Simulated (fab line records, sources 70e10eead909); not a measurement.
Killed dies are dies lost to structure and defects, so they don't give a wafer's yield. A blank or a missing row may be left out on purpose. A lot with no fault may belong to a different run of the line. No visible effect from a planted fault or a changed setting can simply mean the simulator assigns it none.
Comparing a struck lot with a sound one    flow nand_harc    14 steps out of a route of 1302
Sound: these wafers, L698.1, L698.4, L698.5. Struck: wafers L708.1, L708.2. Last of all comes the cause.
At each step with rows: each side's tool, then ch and its chambers, then its first start. Under that, the readings that differ: sound wafers    struck wafers    difference of the means    sigmas: that difference in standard deviations of wafers without a fault.
alike: a reading whose means differ by less than 2 such deviations, as well as words and numbers matching on both sides. not compared: withheld readings; readings where some wafer has no value; bounds like >300 that might hide an equal value; numbers whose values overlap and for which the record gives no deviation.
The two part at a step that has a row with sigmas, a row that says differs or no value, or rows on one side only. Numbers that don't overlap but have no deviation are shown without sigmas and don't part them. A reading that every wafer of one side lacks parts them only if that side has two wafers or more.

first, 1 step without rows for these wafers: NHARC_A_ONON_D1_DEP_12 (target thk 1000 nm).
NHARC_A_ONON_D1_THK_MEAS_14: measures by ellipsometry.
  sound on film_metro-02 at day 8 02:01; struck on film_metro-01 at day 11 18:19
  alike: thk_nm
then, 2 steps without rows for these wafers: NHARC_A_ONON_D1_ANNEAL_15 (time 3600 s); NHARC_A_ONON_D1_DEP_16 (target thk 1000 nm).
NHARC_A_ONON_D1_THK_MEAS_18: measures by ellipsometry.
  sound on film_metro-01 at day 8 09:40; struck on film_metro-02 at day 12 03:10
  alike: thk_nm
then, no rows for these wafers at 1 step: NHARC_A_ONON_D1_DEP_19 (target thk 1000 nm).
NHARC_A_ONON_D1_THK_MEAS_21: measures by ellipsometry.
  sound on film_metro-01 at day 8 10:14; struck on film_metro-02 at day 12 03:46
  alike: thk_nm
then, no rows for these wafers at 1 step: NHARC_A_ONON_D1_DEP_22 (target thk 1000 nm).
NHARC_A_ONON_D1_THK_MEAS_24: measures by ellipsometry.
  sound on film_metro-01 at day 8 10:48; struck on film_metro-02 at day 12 04:19
  alike: thk_nm
then, no rows for these wafers at 1 step: NHARC_A_ONON_D1_DEP_25 (target thk 1000 nm).
NHARC_A_ONON_D1_THK_MEAS_27: measures by ellipsometry.
  sound on film_metro-02 at day 8 11:22; struck on film_metro-01 at day 12 04:53
  alike: thk_nm
NHARC_A_ONON_D1_DEP_28: target thk 1000 nm.
  sound on pecvd_onon-01 ch 0, day 8 11:26; struck on pecvd_onon-01 ch 0, day 12 04:56
  alike: n2o_flow_sccm
NHARC_A_ONON_D1_THK_MEAS_30: measures by ellipsometry.
  sound on film_metro-01 at day 8 11:56; struck on film_metro-01 at day 12 05:27
reading      sound           struck     difference  sigmas
thk_nm (nm)  1008 1009 1009  1520 1523  +513        +59
NHARC_A_ONON_D1_DEP_33: deposits SiO2, target thk 200 nm.
  sound on pecvd-01 ch 0,1, day 8 12:05; struck on pecvd-02 ch 0,1, day 12 05:30
  alike: heater_power_w, throttle_valve_pct

## WHERE THEY PART
At NHARC_A_ONON_D1_THK_MEAS_30 and nowhere else, as far as this record goes. Later steps at which nothing parts them and some readings are alike: NHARC_A_ONON_D1_DEP_33.

WHY: what had been put in by the simulator
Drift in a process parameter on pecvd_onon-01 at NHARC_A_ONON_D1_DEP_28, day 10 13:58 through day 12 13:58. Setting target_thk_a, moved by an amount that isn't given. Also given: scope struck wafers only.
